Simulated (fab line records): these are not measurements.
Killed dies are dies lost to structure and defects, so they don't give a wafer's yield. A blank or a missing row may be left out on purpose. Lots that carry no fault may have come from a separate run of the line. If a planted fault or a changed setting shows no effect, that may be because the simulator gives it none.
Lot-split experiment | flow n5Finfet | 39 wafers read across 7 lots, on a route 1938 steps long

## ABOUT THE SPLIT
At N5_FIN_CUT_EXPOSE_05 (exposes mask FIN CUT), the setting doseMj was moved away from the recipe's 45.75 on 9 of the 39 wafers read, by -7.2% to +7.0%. This setting was run at the recipe's value on the other wafers.

## FROM THE SPLIT TO THE READING: what the file shows between them, 2 steps
- N5_FIN_CUT_PEB_06: peb time 60 s
- N5_FIN_CUT_DEVELOP_07: develop time 30 s

## THE READING
Shown in nm: cdNm at N5_FIN_CUT_CD_MEAS_08, with target cd 29.1 nm. On this fab line, fault-free wafers typically give 29.15 nm with a standard deviation of 0.22 nm.

wafer  | tool, chamber at the split | doseMj as run | against the recipe | cdNm, nm | against lot-mates on the recipe
L080.1 | euvScanner-01, 0           | 45.75         | recipe             | 29.10    | -
L080.2 | euvScanner-01, 0           | 42.47         | -7.2%              | 28.04    | -1.00
L080.3 | euvScanner-01, 0           | 45.75         | recipe             | 29.18    | -
L080.4 | euvScanner-01, 0           | 42.47         | -7.2%              | 27.78    | -1.26
L080.5 | euvScanner-01, 0           | 42.47         | -7.2%              | 27.80    | -1.24
L080.6 | euvScanner-01, 0           | 45.75         | recipe             | 28.83    | -
L083.1 | euvScanner-02, 0           | 48.97         | +7.0%              | 30.05    | +1.13
L083.2 | euvScanner-02, 0           | 48.97         | +7.0%              | 30.15    | +1.23
L083.3 | euvScanner-02, 0           | 45.75         | recipe             | 28.81    | -
L083.4 | euvScanner-02, 0           | 48.97         | +7.0%              | 30.58    | +1.66
L083.5 | euvScanner-02, 0           | 45.75         | recipe             | 28.94    | -
L083.6 | euvScanner-02, 0           | 45.75         | recipe             | 29.00    | -
L088.1 | euvScanner-01, 0           | 45.75         | recipe             | 28.92    | -
L088.2 | euvScanner-01, 0           | 45.75         | recipe             | 29.28    | -
L088.3 | euvScanner-01, 0           | 45.75         | recipe             | 29.33    | -
L088.4 | euvScanner-01, 0           | 45.75         | recipe             | 29.63    | -
L088.5 | euvScanner-01, 0           | 45.75         | recipe             | 29.10    | -
L088.6 | euvScanner-01, 0           | 45.75         | recipe             | 29.30    | -
L091.1 | euvScanner-01, 0           | 47.26         | +3.3%              | 29.87    | +0.53
L091.2 | euvScanner-01, 0           | 47.26         | +3.3%              | 29.96    | +0.62
L091.3 | euvScanner-01, 0           | 45.75         | recipe             | 29.59    | -
L091.4 | euvScanner-01, 0           | 45.75         | recipe             | 29.13    | -
L091.5 | euvScanner-01, 0           | 47.26         | +3.3%              | 29.88    | +0.54
L091.6 | euvScanner-01, 0           | 45.75         | recipe             | 29.29    | -
L094.1 | euvScanner-02, 0           | 45.75         | recipe             | 29.25    | -
L094.2 | euvScanner-02, 0           | 45.75         | recipe             | 29.47    | -
L094.3 | euvScanner-02, 0           | 45.75         | recipe             | 29.07    | -
L094.4 | euvScanner-02, 0           | 45.75         | recipe             | 29.09    | -
L094.5 | euvScanner-02, 0           | 45.75         | recipe             | 28.67    | -
L094.6 | euvScanner-02, 0           | 45.75         | recipe             | 29.12    | -
L095.2 | euvScanner-01, 0           | 45.75         | recipe             | 29.29    | -
L095.4 | euvScanner-01, 0           | 45.75         | recipe             | 29.26    | -
L095.6 | euvScanner-01, 0           | 45.75         | recipe             | 28.94    | -
L096.1 | euvScanner-01, 0           | 45.75         | recipe             | 29.12    | -
L096.2 | euvScanner-01, 0           | 45.75         | recipe             | 29.34    | -
L096.3 | euvScanner-01, 0           | 45.75         | recipe             | 29.10    | -
L096.4 | euvScanner-01, 0           | 45.75         | recipe             | 29.32    | -
L096.5 | euvScanner-01, 0           | 45.75         | recipe             | 29.25    | -
L096.6 | euvScanner-01, 0           | 45.75         | recipe             | 29.55    | -

FIT RESULTS
A straight line over all 39 wafers: cdNm changes by +0.173 nm for each +1% of doseMj; r = +0.92; the points scatter about the line by 0.22 nm.
The same after taking each lot's own level away (the mean of its wafers on the recipe; 39 wafers): +0.175 nm for each +1%; r = +0.94; scatter 0.19 nm.
That fit puts the effect of the largest move of doseMj on the reading at 1.3 nm.
Measured against the standard deviation above, the lots' own levels, which go from 28.917 to 29.337 nm, span 1.9 times it.
So the lot-to-lot level changes the slope little: the two slopes agree.
Check: -1.3 nm against its lot-mates is what the line predicts for one of the wafers moved furthest among these (-7.2%) when that wafer is left out of the fit. It came out at -0.997 nm against them.

## THE WHOLE CHAIN: every reading that the file lists as answering this split, in the file's order
step                  | what it does                                                | reading                                                             | change (the file's fit)               | r (the file's)
N5_FIN_CUT_CD_MEAS_08 | target cd 29.1 nm                                           | cdNm                                                                | +0.176 nm for each +1% of the setting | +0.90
N5_FIN_CUT_ETCH_30    | etches underlayer in N2/H2, target depth 13 nm, time 10.4 s | FIN_CUT.cdOffsetNm (the simulator's own value, which no gauge read) | +0.185 nm for each +1% of the setting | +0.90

## FILE'S OWN FIT
cdNm changes by +0.176 nm for each +1% of doseMj, r = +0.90.
